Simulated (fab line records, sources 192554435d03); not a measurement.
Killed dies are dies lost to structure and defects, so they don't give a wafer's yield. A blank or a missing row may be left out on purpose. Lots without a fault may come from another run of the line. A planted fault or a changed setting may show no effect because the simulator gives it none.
fab line records | flow n5_finfet
record lots=9 wafers=26 last_day=18
route steps=1938 shown BEOL_M4@1111 BEOL_M7@1307 BEOL_M8@1332 PASSIVATION@1936
lots that met no fault: from a run of the same line without faults
start_h: hours from the record's first day to the start of the lot's first wafer shown | wait_h: hours since the lot's step before | " the same as in the row above | L1.1+2: a row that stands for several wafers | - no value, or no start given | * or withheld: withheld | < > ~ a bound
route shown NAME@n: a module of which the file shows steps, and the number in the route of the first | usual: mean/standard deviation of fault-free wafers | same: alike in all rows | chamber/n: place in a boat | sites: the reading at each site | _std_site: their standard deviation | _edge_site: outer sites' mean less inner sites' | radius_mm: how far each site lies from the wafer's centre | mask NAME#n: copy n | behind: the tool/chamber that last shaped the wafer | hold: why the lot was held/for how many hours/how that ended | device: the transistor (n, p or np) that didn't switch | end of line: the same wafers' tests at the end of the route | a step without rows: its recipe alone | killed: dies lost to structure and defects at the first sort, not the wafer's yield | map: a wafer's dies, x killed, . not, _ none there
set.NAME: the setting as run; set.NAME@STEP: as run at that earlier step | model.NAME: the simulator's own value behind a step, which no gauge read
steps of the route over a sample of lots; a table a step, a row a wafer
services: from which hour (start_h, from the record's first day; less than 0 if before it) a tool's chamber was out of use, for how many hours, and why
## steps
# step N5_BEOL_M4_RC_MEAS_101
# usual DIBL_N=35.9/1.7 DIBL_P=36.0/2.2 IOFF_N=0.16/0.031 IOFF_P=0.21/0.039 ION_N=678/13 ION_P=464/8.8 SS_N=71.5/0.61 SS_P=73.2/0.68 VT_N=249/3.3 VT_P=-250/3.8
# columns lot.wafer tool chamber start_h wait_h DIBL_N[mV/V] DIBL_P[mV/V] IOFF_N[nA/um] IOFF_P[nA/um] ION_N[uA/um] ION_P[uA/um] SS_N[mV/dec] SS_P[mV/dec] VT_N[mV] VT_P[mV]
L947.2 prober-01 0 178.07 0.2 37.3 35.9 0.17 0.20 686 466 71.5 74.4 247 -252
L947.3 " 0 " " 33.9 31.8 0.12 0.15 675 462 70.2 72.8 250 -253
L947.4 " 0 " " 34.0 30.5 0.12 0.14 663 451 71.4 72.5 251 -256
L949.1 prober-01 0 193.34 0.0 31.6 31.5 0.09 0.13 641 450 70.2 72.0 258 -260
L949.4 " 0 " " 33.5 34.6 0.11 0.15 664 455 70.5 72.4 256 -257
L949.6 " 0 " " 37.1 38.8 0.17 0.21 676 457 71.3 73.5 250 -254
L950.1 prober-02 0 195.36 0.0 35.2 35.9 0.15 0.19 670 463 70.7 72.6 247 -254
L950.3 " 0 " " 35.0 35.4 0.14 0.18 681 463 71.9 72.4 248 -254
L950.6 " 0 " " 36.0 36.1 0.15 0.19 679 463 71.8 73.2 250 -250
L954.2 prober-01 0 219.98 0.2 36.7 38.4 0.18 0.24 668 456 71.8 73.2 248 -246
L954.5 " 0 " " 35.5 36.3 0.17 0.21 678 463 71.5 73.5 251 -247
L954.6 " 0 " " 35.9 38.2 0.17 0.24 661 458 72.1 74.4 248 -247
L955.2 prober-01 0 226.65 0.2 34.1 34.7 0.13 0.17 665 454 71.1 72.4 252 -252
L955.3 " 0 " " 36.3 36.6 0.16 0.19 679 457 71.4 72.9 248 -251
L955.6 " 0 " " 34.5 34.4 0.13 0.16 664 451 71.0 72.5 251 -254
L963.1 prober-01 0 272.00 0.0 33.5 31.6 0.12 0.15 665 452 70.6 72.5 253 -253
L963.3 " 0 " " 35.2 34.2 0.14 0.18 675 460 70.9 73.2 249 -250
L964.3 prober-02 0 281.73 0.3 35.3 33.9 0.13 0.17 651 447 71.1 72.2 255 -254
L964.4 " 0 " " 36.2 35.6 0.14 0.19 677 465 71.7 73.0 252 -251
L964.6 " 0 " " 34.4 33.5 0.12 0.16 655 452 71.4 72.7 255 -252
L967.2 prober-02 0 310.91 0.2 32.6 34.7 0.13 0.21 678 471 71.6 72.8 253 -248
L967.4 " 0 " " 34.8 36.8 0.17 0.23 685 472 72.3 73.4 249 -250
L967.6 " 0 " " 34.6 36.9 0.16 0.25 674 466 72.4 74.2 251 -248
L968.3 prober-02 0 314.06 0.3 34.9 33.1 0.13 0.17 681 462 71.8 73.0 251 -252
L968.5 " 0 " " 38.4 38.7 0.20 0.25 688 463 72.1 73.7 245 -249
L968.6 " 0 " " 34.8 33.7 0.13 0.17 690 465 70.8 72.6 250 -254
# step N5_BEOL_M7_STRIP_36
# recipe chemistry=N2/H2 power_w=450 temp_c=40 pressure_mtorr=20 rf_frequency_hz=6e+07 overash_fraction=0.3 bias_power_w=7 h2_frac=0.5 n2_flow_sccm=200 h2_flow_sccm=200
# usual drypump_motor_current_A=5.7/0.58 oes_product_au=0.80/0.086 rf_vpp_V=59.3/1.5 showerhead_plenum_p_Torr=2.54/0.074 throttle_valve_pct=23.50/0.27
# columns lot.wafer tool chamber start_h wait_h drypump_motor_current_A oes_product_au rf_hours_counter_h rf_vpp_V showerhead_plenum_p_Torr throttle_valve_pct
L947.2 rie_diel-04 3 204.11 0.0 6.6 0.71 195 58.6 2.42 23.91
L947.3 " 2 " " 5.7 0.88 28 58.3 2.61 24.18
L947.4 " 3 " " 6.6 0.71 - 59.7 2.42 23.88
L949.1 rie_diel-03 1 214.90 0.0 5.3 0.74 180 58.7 2.53 23.52
L949.4 " 3 " " 6.2 0.71 212 58.5 2.61 23.31
L949.6 " 3 " " 6.2 0.70 - 59.2 2.61 23.30
L950.1 rie_diel-03 2 218.08 0.0 5.5 0.68 235 57.8 2.39 23.80
L950.3 " 0 " " 5.0 0.84 77 61.0 2.57 23.21
L950.6 " 0 " " 5.0 0.86 - 61.7 2.57 23.22
L954.2 rie_diel-04 0 249.74 0.0 5.7 0.95 12 59.0 2.61 23.92
L954.5 " 0 " " 5.7 0.94 - 60.9 2.61 23.88
L954.6 " 1 " " 6.5 0.77 - 58.0 2.54 23.75
L955.2 rie_diel-01 3 251.78 0.0 6.4 0.85 79 56.8 2.47 23.52
L955.3 " 0 " " 4.7 0.86 67 61.4 2.56 23.37
L955.6 " 3 " " 6.3 0.85 - 58.3 2.47 23.57
L964.3 rie_diel-03 3 309.38 0.0 6.3 0.69 247 59.9 2.60 23.37
L964.4 " 0 " " 5.0 0.81 - 57.7 2.55 23.24
L964.6 " 3 " " 6.3 0.69 - 57.9 2.60 23.36
L963.1 rie_diel-01 1 309.73 0.0 5.2 0.68 246 59.6 2.50 23.96
L963.3 " 2 " " 6.1 0.90 54 58.7 2.49 23.32
L967.2 rie_diel-01 3 345.03 0.0 6.4 0.82 104 57.4 2.46 23.56
L967.4 " 0 " " 4.8 0.83 - 58.2 2.55 23.39
L967.6 " 3 " " 6.4 0.81 - 56.3 2.46 23.55
L968.3 rie_diel-01 3 345.42 0.0 6.4 0.82 104 57.7 2.46 23.55
L968.5 " 2 " " 6.1 0.87 - 55.9 2.49 23.33
L968.6 " 0 " " 4.8 0.83 - 61.0 2.55 23.38
# step N5_BEOL_M7_CD_MEAS_35
# recipe target_cd_nm=40 polarity=opening
# usual cd_nm=40.4/0.68
# columns lot.wafer tool chamber start_h wait_h cd_nm
L947.2 cd_sem-03 - 204.47 0.0 40.1
L947.3 " - " " 40.3
L947.4 " - " " 40.1
L949.1 cd_sem-03 - 215.25 0.0 40.4
L949.4 " - " " 40.0
L949.6 " - " " 39.9
L950.1 cd_sem-01 - 218.43 0.0 40.6
L950.3 " - " " 40.9
L950.6 " - " " 40.6
L954.2 cd_sem-03 - 250.19 0.0 38.7
L954.5 " - " " 39.4
L954.6 " - " " 39.8
L955.2 cd_sem-03 - 252.13 0.0 40.5
L955.3 " - " " 39.4
L955.6 " - " " 39.6
L964.3 cd_sem-01 - 309.74 0.0 41.1
L964.4 " - " " 39.7
L964.6 " - " " 41.1
L963.1 cd_sem-02 - 310.09 0.0 41.1
L963.3 " - " " 40.7
L967.2 cd_sem-02 - 345.42 0.0 40.9
L967.4 " - " " 41.0
L967.6 " - " " 40.1
L968.3 cd_sem-02 - 345.88 0.0 40.5
L968.5 " - " " 41.0
L968.6 " - " " 40.4
# step N5_BEOL_M7_SPUTTER_48
# recipe material=Cu target_thk_a=100 temp_c=-20 bias_v=60 power_w=26000 chamber_pressure_pa=0.13 time_s=1.667
# usual bias_v=60.0/0.61 cathode_dc_power_W=26000/4.3 throttle_valve_pct=30.2/1.1 time_s=1.667/0
# columns lot.wafer tool chamber start_h wait_h bias_v cathode_dc_power_W throttle_valve_pct time_s
L947.2 pvd_sputter-01 - 206.78 0.9 60.1 26008 30.9 1.667
L947.3 " - " " 59.9 25996 31.4 1.667
L947.4 " - " " 59.8 26003 28.6 1.667
L949.1 pvd_sputter-03 - 217.92 1.1 60.5 25991 30.9 1.667
L949.4 " - " " 61.1 25998 29.9 1.667
L949.6 " - " " 59.9 26002 29.7 1.667
L950.1 pvd_sputter-01 - 219.64 0.1 59.9 26004 31.5 1.667
L950.3 " - " " 60.0 26000 28.3 1.667
L950.6 " - " " 60.1 26002 28.4 1.667
L954.2 pvd_sputter-01 - 252.36 0.1 - - - -
L954.5 " - " " - - - -
L954.6 " - " " - - - -
L955.2 pvd_sputter-01 - 253.77 0.3 - - - -
L955.3 " - " " - - - -
L955.6 " - " " - - - -
L964.3 pvd_sputter-02 - 310.88 0.2 60.4 26001 27.9 1.667
L964.4 " - " " 60.2 26000 31.0 1.667
L964.6 " - " " 59.2 26004 31.0 1.667
L963.1 pvd_sputter-02 - 311.48 0.1 59.3 26002 29.9 1.667
L963.3 " - " " 58.5 26002 27.7 1.667
L967.2 pvd_sputter-03 - 348.29 0.1 59.7 26007 30.5 1.667
L967.4 " - " " 60.0 25998 30.9 1.667
L967.6 " - " " 61.1 25996 29.7 1.667
L968.3 pvd_sputter-01 - 348.85 0.1 58.3 26003 30.8 1.667
L968.5 " - " " 59.6 25997 28.6 1.667
L968.6 " - " " 59.3 25991 31.3 1.667
# step N5_BEOL_M7_CMP_52
# recipe stop_on=SiCOH_lowk t_overpolish_s=6.9 down_force_psi=1 platen_rpm=50 clearing_platen_down_force_psi=1.5 clearing_platen_rpm=50 post_cmp_clean=cu_alkaline target_thk_nm=80 clearing_platen_pad_velocity_m_s=0.99484 pad_velocity_m_s=0.99484
# usual edge_zone_pressure_frac=1.000/0.0047 head_pressure_psi=1.0001/0.0022 motor_current_A=5.8/0.41 time_to_endpoint_s=61.0/2.9
# columns lot.wafer tool chamber start_h wait_h edge_zone_pressure_frac head_pressure_psi motor_current_A time_to_endpoint_s
L947.2 cmp-02 3 207.48 0.2 1.001 1.0011 6.1 60.6
L947.4 " 1 " " 1.005 1.0003 6.5 59.0
L947.3 " 2 " " 0.998 0.9991 4.9 60.2
L949.4 cmp-04 0 218.43 0.1 1.000 1.0037 5.5 64.2
L949.1 " 1 " " 0.999 0.9975 5.6 57.7
L949.6 " 1 " " 1.000 1.0024 6.0 61.4
L950.1 cmp-04 1 220.39 0.3 1.004 0.9986 5.8 63.0
L950.3 " 3 " " 1.003 0.9985 5.3 64.1
L950.6 " 2 " " 1.000 1.0026 5.9 61.2
L954.2 cmp-02 2 252.86 0.2 0.988 1.0010 4.9 1.9
L954.6 " 2 " " 1.000 0.9988 4.5 0.0
L954.5 " 3 " " 0.996 0.9980 6.2 1.9
L955.3 cmp-01 1 254.31 0.2 1.003 1.0017 5.9 0.0
L955.2 " 2 " " 1.002 0.9971 5.8 0.0
L955.6 " 1 " " 1.008 0.9998 6.1 0.0
L964.3 cmp-04 1 311.58 0.2 1.004 0.9976 6.0 58.2
L964.4 " 2 " " 0.995 1.0008 6.0 58.2
L964.6 " 1 " " 0.998 1.0029 6.0 59.0
L963.3 cmp-04 3 312.37 0.2 0.999 1.0006 5.4 62.1
L963.1 " 0 " " 1.001 1.0046 5.9 61.8
L967.4 cmp-01 1 348.98 0.2 1.003 0.9989 5.9 59.0
L967.2 " 3 " " 1.010 0.9997 6.1 60.8
L967.6 " 0 " " 0.997 0.9980 6.1 55.6
L968.3 cmp-04 3 349.39 0.2 1.005 0.9983 5.7 63.5
L968.5 " 2 " " 0.997 1.0002 6.1 64.6
L968.6 " 3 " " 0.994 1.0008 5.5 64.3
# step N5_BEOL_M8_ILD_DEP_00
# recipe material=SiCOH_lowk target_thk_a=1797.5 temp_c=300 precursor=DEMS/porogen pressure_torr=5 rf_w=500 time_s=33.4
# usual heater_power_w=320/50 showerhead_plenum_p_Torr=5.747/0.022 showerhead_vpp_V=1403/67 throttle_valve_pct=13.6/0.44
# same time_s=33.4
# columns lot.wafer tool chamber start_h wait_h heater_power_w showerhead_plenum_p_Torr showerhead_vpp_V throttle_valve_pct
L947.2 pecvd-03 0 207.97 0.0 394 5.768 1322 13.3
L947.3 " 1 " " 255 5.740 1379 13.4
L947.4 " 0 " " 400 5.775 1344 13.1
L949.1 pecvd-02 2 218.92 0.0 303 5.720 1501 14.1
L949.4 " 0 " " 338 5.727 1282 13.7
L949.6 " 1 " " 257 5.710 1439 13.6
L950.1 pecvd-04 2 220.88 0.0 350 5.728 1432 13.6
L950.3 " 1 " " 386 5.766 1409 14.4
L950.6 " 0 " " 233 5.763 1406 13.6
L964.3 pecvd-04 1 312.03 0.0 362 5.775 1425 15.0
L964.4 " 0 " " 252 5.754 1410 13.6
L964.6 " 2 " " 347 5.758 1448 13.4
L963.1 pecvd-04 1 312.82 0.0 383 5.771 1433 14.7
L963.3 " 0 " " 290 5.750 1427 13.8
L967.2 pecvd-03 0 349.43 0.0 334 5.778 1338 13.4
L967.4 " 0 " " 353 5.758 1312 13.4
L967.6 " 1 " " 281 5.753 1356 13.4
L968.3 pecvd-04 0 349.85 0.0 258 5.750 1391 13.7
L968.5 " 2 " " 355 5.741 1414 13.5
L968.6 " 1 " " 370 5.786 1430 14.8
# step N5_PASSIVATION_PROBE_49
# usual defect_limited_yield=90.9/1.5 killed_at_M0_to_M3=36/10 killed_at_M4_up=13/5.5 killed_at_contacts=12/5.6 killed_at_front_end=42/12 killed_at_other=4/3.2 killed_dies=108/18 killed_on_rim=15/4.1 killed_open=71/13 killed_short=34/7.8 sort_bin_5_function=5.4/1 sort_bin_6_memory=3.4/0.68 sort_n_pass=1072/18 sort_yield_pct=90.9/1.5
# same gross_dies=1180 killed_at_back_side=0 sort_bin_4_leakage[%]=0 sort_bin_8_speed[%]=0
# columns lot.wafer tool chamber start_h wait_h defect_limited_yield[%] killed_at_M0_to_M3 killed_at_M4_up killed_at_contacts killed_at_front_end killed_at_other killed_dies killed_on_rim killed_open killed_short sort_bin_5_function[%] sort_bin_6_memory[%] sort_n_pass sort_yield_pct[%]
L947.2 prober-01 - 271.75 0.1 89.2 43 13 14 53 4 127 17 95 32 6.5 3.9 1053 89.2
L947.3 prober-01 - 271.80 0.1 90.1 44 12 14 47 0 117 13 77 40 5.3 4.2 1063 90.1
L947.4 prober-01 - 271.85 0.2 91.5 35 17 6 39 3 100 15 69 31 5.6 2.7 1080 91.5
L949.1 prober-02 - 289.16 0.0 91.7 22 16 7 44 9 98 18 70 25 5.0 3.2 1082 91.7
L949.4 prober-02 - 289.31 0.2 90.6 18 17 3 69 4 111 23 69 34 5.2 3.1 1069 90.6
L949.6 prober-02 - 289.41 0.3 93.1 14 14 2 49 3 82 19 49 23 4.1 2.0 1098 93.1
L954.2 prober-01 - 339.71 0.1 0 46 1086 21 24 3 1180 152 74 32 96.7 3.1 0 0
L954.5 prober-01 - 339.86 0.2 0 35 1059 30 54 2 1180 152 89 40 95.3 4.3 0 0
L954.6 prober-01 - 339.91 0.3 0 58 1076 15 30 1 1180 152 84 36 95.4 4.1 0 0
L955.2 prober-02 - 340.54 0.1 0 41 1102 8 19 10 1180 152 65 29 96.8 3.0 0 0
L955.3 prober-02 - 340.59 0.1 0 42 1085 10 39 4 1180 152 82 24 97.1 2.7 0 0
L955.6 prober-02 - 340.74 0.3 0 39 1102 8 29 2 1180 152 61 28 97.2 2.5 0 0
L963.1 prober-01 - 400.90 0.0 92.2 28 17 5 35 7 92 17 61 28 4.7 2.9 1088 92.2
L963.3 prober-01 - 401.00 0.1 93.7 31 7 6 27 3 74 8 53 20 4.2 1.9 1106 93.7
# killed by level:class
L947.2 STI_FIN_REVEAL:geometric_particle:open=30 MOL_CONTACT_COAG:geometric_particle:open=11 BEOL_M2:geometric_particle:open=10 GATE_CUT:geometric_particle:short=8 BEOL_M3:geometric_particle:open=8 BEOL_M4:geometric_particle:open=8 BEOL_M0_SAQP:geometric_particle:open=7 BEOL_M0_SAQP:geometric_particle:short=6
L947.3 BEOL_M0_SAQP:geometric_particle:open=13 FIN_SAQP:geometric_particle:open=12 MOL_CONTACT_COAG:geometric_particle:open=11 BEOL_M0_SAQP:geometric_particle:short=11 STI_FIN_REVEAL:geometric_particle:open=9 BEOL_M4:geometric_particle:open=9 BEOL_M3:geometric_particle:short=7 BEOL_M3:geometric_particle:open=6
L947.4 STI_FIN_REVEAL:geometric_particle:open=15 BEOL_M0_SAQP:geometric_particle:open=10 BEOL_M4:geometric_particle:open=9 BEOL_M3:geometric_particle:short=6 MOL_CONTACT_COAG:geometric_particle:open=6 DUMMY_GATE:geometric_particle:open=4 BEOL_M1:geometric_particle:short=4 BEOL_M2:geometric_particle:open=4
L949.1 FIN_SAQP:geometric_particle:open=17 FIN_SAQP:geometric_particle:short=10 DUMMY_GATE:geometric_particle:open=6 MOL_CONTACT_COAG:geometric_particle:open=6 BEOL_M1:geometric_particle:open=6 BEOL_M2:geometric_particle:open=5 BEOL_M5:geometric_particle:open=5 BEOL_M4:geometric_particle:open=4
L949.4 FIN_SAQP:geometric_particle:open=21 HKMG_FIN:area_etch=8 BEOL_M4:geometric_particle:open=7 FIN_SAQP:geometric_particle:short=7 STI_FIN_REVEAL:geometric_particle:open=7 BEOL_M0_SAQP:geometric_particle:open=6 BEOL_M0_SAQP:geometric_particle:short=5 STARTING-WAFER:geometric_particle:open=5
L949.6 HKMG_FIN:area_etch=8 STI_FIN_REVEAL:geometric_particle:open=6 FIN_SAQP:geometric_particle:short=5 FIN_SAQP:geometric_particle:open=4 SPACER0:geometric_particle:short=4 BEOL_M1:geometric_particle:open=4 STI_FIN_REVEAL:geometric_particle:short=3 DUMMY_GATE:geometric_particle:open=3
L954.2 BEOL_M7:area_sputter=557 BEOL_M7:area_ecd=515 MOL_CONTACT_COAG:geometric_particle:open=17 BEOL_M3:geometric_particle:open=12 BEOL_M2:geometric_particle:open=10 BEOL_M1:geometric_particle:open=7 STI_FIN_REVEAL:geometric_particle:open=6 BEOL_M3:geometric_particle:short=5
L954.5 BEOL_M7:area_sputter=540 BEOL_M7:area_ecd=509 MOL_CONTACT_COAG:geometric_particle:open=26 STI_FIN_REVEAL:geometric_particle:open=17 FIN_SAQP:geometric_particle:short=11 BEOL_M2:geometric_particle:open=8 BEOL_M3:geometric_particle:open=8 FIN_SAQP:geometric_particle:open=7
L954.6 BEOL_M7:area_sputter=537 BEOL_M7:area_ecd=522 BEOL_M3:geometric_particle:open=16 MOL_CONTACT_COAG:geometric_particle:open=14 BEOL_M1:geometric_particle:open=12 BEOL_M0_SAQP:geometric_particle:short=9 BEOL_M0_SAQP:geometric_particle:open=8 BEOL_M2:geometric_particle:open=7
L955.2 BEOL_M7:area_sputter=564 BEOL_M7:area_ecd=522 BEOL_M2:geometric_particle:open=9 BEOL_M1:geometric_particle:open=9 BEOL_M3:geometric_particle:open=8 MOL_CONTACT_COAG:geometric_particle:open=7 BEOL_M4:geometric_particle:open=7 BEOL_M1:geometric_particle:short=5
L955.3 BEOL_M7:area_ecd=542 BEOL_M7:area_sputter=532 BEOL_M2:geometric_particle:open=24 STI_FIN_REVEAL:geometric_particle:open=12 MOL_CONTACT_COAG:geometric_particle:open=8 GATE_CUT:geometric_particle:short=6 BEOL_M0_SAQP:geometric_particle:open=6 BEOL_M4:geometric_particle:open=5
L955.6 BEOL_M7:area_ecd=557 BEOL_M7:area_sputter=533 BEOL_M1:geometric_particle:open=10 BEOL_M2:geometric_particle:open=10 FIN_SAQP:geometric_particle:open=6 MOL_CONTACT_COAG:geometric_particle:open=6 BEOL_M0_SAQP:geometric_particle:short=5 BEOL_M3:geometric_particle:open=5
L963.1 STI_FIN_REVEAL:geometric_particle:open=12 BEOL_M1:geometric_particle:open=11 BEOL_M3:geometric_particle:open=8 GATE_CUT:geometric_particle:short=6 BEOL_M4:geometric_particle:open=6 FIN_SAQP:geometric_particle:open=4 MOL_CONTACT_COAG:geometric_particle:open=4 FIN_SAQP:geometric_particle:short=3
L963.3 BEOL_M3:geometric_particle:open=11 STI_FIN_REVEAL:geometric_particle:open=6 MOL_CONTACT_COAG:geometric_particle:open=6 BEOL_M0_SAQP:geometric_particle:open=6 BEOL_M0_SAQP:geometric_particle:short=5 FIN_SAQP:geometric_particle:short=3 FIN_SAQP:geometric_particle:open=3 ILD0:geometric_particle:short=3
## services
# columns tool chamber start_h hours kind
pecvd-02 - 184.99 27.0 repair
cmp-04 - 191.97 1.2 repair
cmp-01 - 204.30 4.0 pm
rie_diel-04 1 221.30 13.8 repair
cmp-04 - 222.71 5.0 pm
cmp-01 - 223.18 1.3 repair
cmp-02 - 235.02 4.0 pm
rie_diel-01 1 240.27 4.0 repair
cmp-01 - 269.35 1.0 repair
rie_diel-04 2 273.35 7.5 repair
pvd_sputter-02 - 279.52 3.8 repair
cmp-02 - 288.05 1.8 repair
pecvd-04 1 298.99 6.2 repair
cmp-04 - 303.32 4.0 pm
pecvd-04 2 303.65 2.1 scheduled_down
cmp-02 - 304.67 2.7 repair
cmp-04 - 307.32 - consumable_replace:conditioner
cmp-04 - 307.32 - consumable_replace:pad
pecvd-04 1 317.58 4.5 repair
pvd_sputter-01 - 320.04 19.6 repair
rie_diel-01 1 324.46 - clean
rie_diel-04 1 328.93 6.7 repair
cmp-02 - 338.04 3.0 repair
cmp-01 - 340.63 5.8 pm
## key
first_sign step=N5_BEOL_M7_SPUTTER_48 reading=tool_record direction=missing
effect step=N5_BEOL_M7_CMP_52 reading=time_to_endpoint_s direction=down sigmas=21 usual=* struck=*
effect step=N5_PASSIVATION_PROBE_49 reading=killed_at_M4_up direction=up sigmas=99+ usual=13 struck=1085
more_kills_born_at N5_BEOL_M7_SPUTTER_48@pvd_sputter-01=3263 N5_BEOL_M7_ECD_50@ecd_cu-02=3167
met_at N5_BEOL_M7_SPUTTER_48
struck_lots L954,L955
later_rows_left_out L954.2,L954.5,L954.6,L955.2,L955.3,L955.6
not_acting_at N5_BEOL_M7_STRIP_36,N5_BEOL_M7_CD_MEAS_35,N5_BEOL_M8_ILD_DEP_00
onset_between 219.64 252.36
fault kind=skipped_step_whole tool=pvd_sputter-01 chamber=- onset_h=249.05 steps=N5_BEOL_M7_SPUTTER_48 scope=struck_lots_only
# later_rows_left_out: the simulator's readings of these wafers behind a module that went badly wrong aren't trusted and aren't shown, but for the sort
